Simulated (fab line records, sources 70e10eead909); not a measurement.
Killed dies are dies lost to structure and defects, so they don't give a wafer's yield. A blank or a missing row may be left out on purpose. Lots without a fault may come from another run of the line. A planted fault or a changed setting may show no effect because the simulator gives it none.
Which tool did it? | flow nand_harc | 6 lots, 18 wafers sampled, at 5 steps of a route of 1159

WHAT THE GAUGES READ, wafer by wafer
NHARC_END_SORT_01.
lot  | measured     | on        | killed_at_other
L241 | day 25 00:16 | prober-02 | 0 0 0
L242 | day 26 02:08 | prober-02 | 0 0 2
L246 | day 26 11:43 | prober-01 | 51 0 0
L248 | day 26 23:06 | prober-02 | 0 0 0
L257 | day 27 22:31 | prober-02 | 0 0 0
L260 | day 28 14:04 | prober-02 | 0 0 0

WHICH TOOL RAN EACH LOT (tool, then ch and the chambers of the sampled wafers, then the start)
lot  | NHARC_THIN_TSV_ETCHBACK_48         | NHARC_THIN_TSV_PRE_CLEAN_50             | NHARC_THIN_TSV_PVD_51                   | NHARC_THIN_TSV_ETCH_36
L241 | rie_diel-03 ch 1,2, day 24 08:56   | pvd_sputter-03, day 24 13:17 or earlier | pvd_sputter-03, day 24 13:17 or earlier | rie_metal-03 ch 0,1, day 24 13:17
L242 | rie_diel-12 ch 1,2,3, day 24 21:04 | pvd_sputter-03, day 25 01:29 or earlier | pvd_sputter-03, day 25 01:29 or earlier | rie_metal-01 ch 1, day 25 01:29
L246 | rie_diel-08 ch 0,1,3, day 25 04:25 | pvd_sputter-03, day 25 08:59 or earlier | pvd_sputter-03, day 25 08:59 or earlier | rie_metal-01 ch 1, day 25 08:59
L248 | rie_diel-03 ch 0,1,3, day 26 08:11 | pvd_sputter-02, day 26 12:21 or earlier | pvd_sputter-02, day 26 12:21 or earlier | rie_metal-03 ch 0,1, day 26 12:21
L257 | rie_diel-12 ch 2,3, day 26 14:38   | pvd_sputter-03, day 26 18:54 or earlier | pvd_sputter-03, day 26 18:54 or earlier | rie_metal-02 ch 0,1, day 26 18:54
L260 | rie_diel-03 ch 1,3, day 27 14:50   | pvd_sputter-02, day 27 19:00 or earlier | pvd_sputter-02, day 27 19:00 or earlier | rie_metal-01 ch 0,1, day 27 19:00
- NHARC_THIN_TSV_ETCHBACK_48: etches the open film in C4F8/Ar, target depth 1028.5 nm, time 405.17 s.
- NHARC_THIN_TSV_PRE_CLEAN_50: time 30 s.
- NHARC_THIN_TSV_PVD_51: deposits Cu, target thk 100 nm.
- NHARC_THIN_TSV_ETCH_36: etches the open film in Cl2/BCl3, target depth 65 nm, time 18.571 s.

THE ANSWER, worked out from the rows above alone
Rule: what is usual is taken from the lots themselves. Put in order of their means at a reading, lots are off if they are a third of the lots or fewer, leave a main group of 4 or more, and stand apart from it by a gap of 3 or more times the standard deviation of the main group's means; of several such gaps the widest counts. A main group whose means are all the same, to the digits that the tables above print for the reading, isn't used. A lot without any number at a reading at which 4 lots or more have one is off too. The other lots that the step has rows for count as sound.
Off: L246, at NHARC_END_SORT_01 (killed_at_other). The main group: mean 0.1, standard deviation 0.27.
A tool fits if, at a process step before that reading, it ran every lot that is off, and no sound lot after the first of them. The gauges at NHARC_END_SORT_01 are tried like those tools. NHARC_THIN_TSV_PRE_CLEAN_50 gives no start for some lots, so the hours and the order of its lots are those of NHARC_THIN_TSV_ETCH_36. NHARC_THIN_TSV_PVD_51 gives no start for some lots, so the hours and the order of its lots are those of NHARC_THIN_TSV_ETCH_36. Can't be told from this: 2 tools fit, rie_diel-08 at NHARC_THIN_TSV_ETCHBACK_48, prober-01 at NHARC_END_SORT_01.

WHAT THE SIMULATOR HAD PUT IN
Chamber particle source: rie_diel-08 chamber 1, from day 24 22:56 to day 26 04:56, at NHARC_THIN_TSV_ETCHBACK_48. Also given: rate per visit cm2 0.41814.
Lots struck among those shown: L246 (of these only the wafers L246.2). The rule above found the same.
